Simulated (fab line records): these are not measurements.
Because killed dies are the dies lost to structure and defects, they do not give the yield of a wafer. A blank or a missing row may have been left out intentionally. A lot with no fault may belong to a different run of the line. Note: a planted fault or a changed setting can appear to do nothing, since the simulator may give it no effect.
Lot-split experiment	flow n5-finfet	on a route of 1938 steps: 7 lots, 39 wafers read

## THE SPLIT ITSELF
At N5_BEOL_M15_ILD_DEP_00 (deposits SiO2 from TEOS/O2, target thk 1629.3 nm, time 346.1 s), the setting target-thk-a was moved away from the recipe's 16293 angstrom on 15 of the 39 wafers read, by -58.9% to +58.4%. The other wafers ran this setting at the recipe's value.

## FROM THE SPLIT TO THE READING: what the file shows between them, 10 steps
- N5_BEOL_M15_THK_MEAS_01
- N5_BEOL_M15_COAT_58: time 60 s, resist thk 89 nm
- N5_BEOL_M15_COAT_04: resist thk 800 nm
- N5_BEOL_M15_DESCUM_15: chemistry O2, time 7.9 s
- N5_BEOL_M15_ETCH_59: etches BARC in N2/H2, target depth 89 nm, overetch 26.7 nm, time 67.9 s
- N5_BEOL_M15_VIA_ETCH_16: etches SiO2 in C4F8/O2/Ar, target depth 1792.2 nm
- N5_BEOL_M15_STRIP_63: strips in O2
- N5_BEOL_M15_STRIP_64: strips in O2
- N5_BEOL_M15_STRIP_65: strips in post etch residue remover, time 60 s
- N5_BEOL_M15_SRD_66: time 30 s, dry time 30 s

## THE READING
cd-nm, in nm, at N5_BEOL_M15_CD_MEAS_17 (target cd 360 nm). Typical for fault-free wafers on this fab line: 361.3 nm, with standard deviation 1.8 nm.

wafer	tool, chamber at the split	target-thk-a as run, angstrom	against the recipe	cd-nm, nm	against lot-mates on the recipe
L077.1	pecvd-04, 0	16293	recipe	359.8	-
L077.2	pecvd-04, 1	8143	-50.0%	351.3	-8.6
L077.3	pecvd-04, 2	8143	-50.0%	352.0	-7.9
L077.4	pecvd-04, 1	16293	recipe	361.8	-
L077.5	pecvd-04, 0	16293	recipe	358.2	-
L077.6	pecvd-04, 2	8143	-50.0%	353.7	-6.2
L078.1	pecvd-03, 1	23630	+45.0%	368.4	+5.8
L078.2	pecvd-03, 2	16293	recipe	363.9	-
L078.3	pecvd-03, 0	16293	recipe	362.7	-
L078.4	pecvd-03, 1	23630	+45.0%	368.1	+5.5
L078.5	pecvd-03, 2	16293	recipe	361.2	-
L078.6	pecvd-03, 0	23630	+45.0%	369.6	+7.0
L079.3	pecvd-03, 1	16293	recipe	359.8	-
L079.4	pecvd-03, 1	16293	recipe	359.1	-
L079.5	pecvd-03, 0	16293	recipe	365.5	-
L081.1	pecvd-02, 0	16293	recipe	359.8	-
L081.2	pecvd-02, 1	16293	recipe	364.6	-
L081.3	pecvd-02, 2	16293	recipe	364.0	-
L081.4	pecvd-02, 0	6692	-58.9%	353.0	-9.8
L081.5	pecvd-02, 2	6692	-58.9%	353.9	-8.9
L081.6	pecvd-02, 1	6692	-58.9%	351.0	-11.8
L086.1	pecvd-03, 1	25810	+58.4%	369.8	+7.9
L086.2	pecvd-03, 0	16293	recipe	357.7	-
L086.3	pecvd-03, 2	25810	+58.4%	370.2	+8.3
L086.4	pecvd-03, 1	16293	recipe	363.8	-
L086.5	pecvd-03, 0	16293	recipe	364.1	-
L086.6	pecvd-03, 2	25810	+58.4%	372.3	+10.4
L087.1	pecvd-03, 0	23330	+43.2%	367.7	+5.7
L087.2	pecvd-03, 1	16293	recipe	360.4	-
L087.3	pecvd-03, 2	16293	recipe	364.6	-
L087.4	pecvd-03, 2	16293	recipe	360.9	-
L087.5	pecvd-03, 0	23330	+43.2%	366.5	+4.5
L087.6	pecvd-03, 1	23330	+43.2%	367.6	+5.6
L096.1	pecvd-03, 0	16293	recipe	364.2	-
L096.2	pecvd-03, 2	16293	recipe	362.7	-
L096.3	pecvd-03, 0	16293	recipe	361.0	-
L096.4	pecvd-03, 2,0	16293	recipe	364.3	-
L096.5	pecvd-03, 2	16293	recipe	361.6	-
L096.6	pecvd-03, 2,0	16293	recipe	359.6	-
When a row names more than one chamber, that row covers several wafers, and the file does not tell which wafer ran in which chamber.

THE FIT
A straight line over all 39 wafers: cd-nm changes by +0.158 nm for each +1% of target-thk-a; r = +0.93; the points scatter about the line by 2 nm.
The same after taking each lot's own level away (the mean of its wafers on the recipe; 39 wafers): +0.152 nm for each +1%; r = +0.94; scatter 1.8 nm.
That fit puts the effect of the largest move of target-thk-a on the reading at 8.9 nm.
The lots' own levels span 359.93 to 362.80 nm, that is 1.6 times the standard deviation above.
The two slopes agree, so the slope changes little with the lot-to-lot level.
Check: -9.08 nm against its lot-mates is what the line predicts for one of the wafers moved furthest among these (-58.9%) when that wafer is left out of the fit. It came out at -9.8 nm against them.

## THE WHOLE CHAIN: every reading that the file lists as answering this split, in the file's order
step	what it does	reading	change (the file's fit)	r (the file's)
N5_BEOL_M15_ILD_DEP_00	deposits SiO2 from TEOS/O2, target thk 1629.3 nm, time 346.1 s	SiO2_of_BEOL_M15_ILD_DEP_00.thk-nm (the simulator's own value, which no gauge read)	+16.2 nm for each +1% of the setting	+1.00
N5_BEOL_M15_THK_MEAS_01		M15_ILD_THK	+16.2 for each +1% of the setting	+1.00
N5_BEOL_M15_VIA_ETCH_16	etches SiO2 in C4F8/O2/Ar, target depth 1792.2 nm	etch.depth-nm (the simulator's own value, which no gauge read)	+16.2 nm for each +1% of the setting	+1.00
N5_BEOL_M15_VIA_ETCH_16	etches SiO2 in C4F8/O2/Ar, target depth 1792.2 nm	coat_of_BEOL_M15_COAT_04.thk-nm (the simulator's own value, which no gauge read)	-3.85 nm for each +1% of the setting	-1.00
N5_BEOL_M15_CD_MEAS_17	target cd 360 nm	cd-nm	+0.151 nm for each +1% of the setting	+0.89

## THE FILE'S OWN FIT
cd-nm changes by +0.151 nm for each +1% of target-thk-a, r = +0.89.
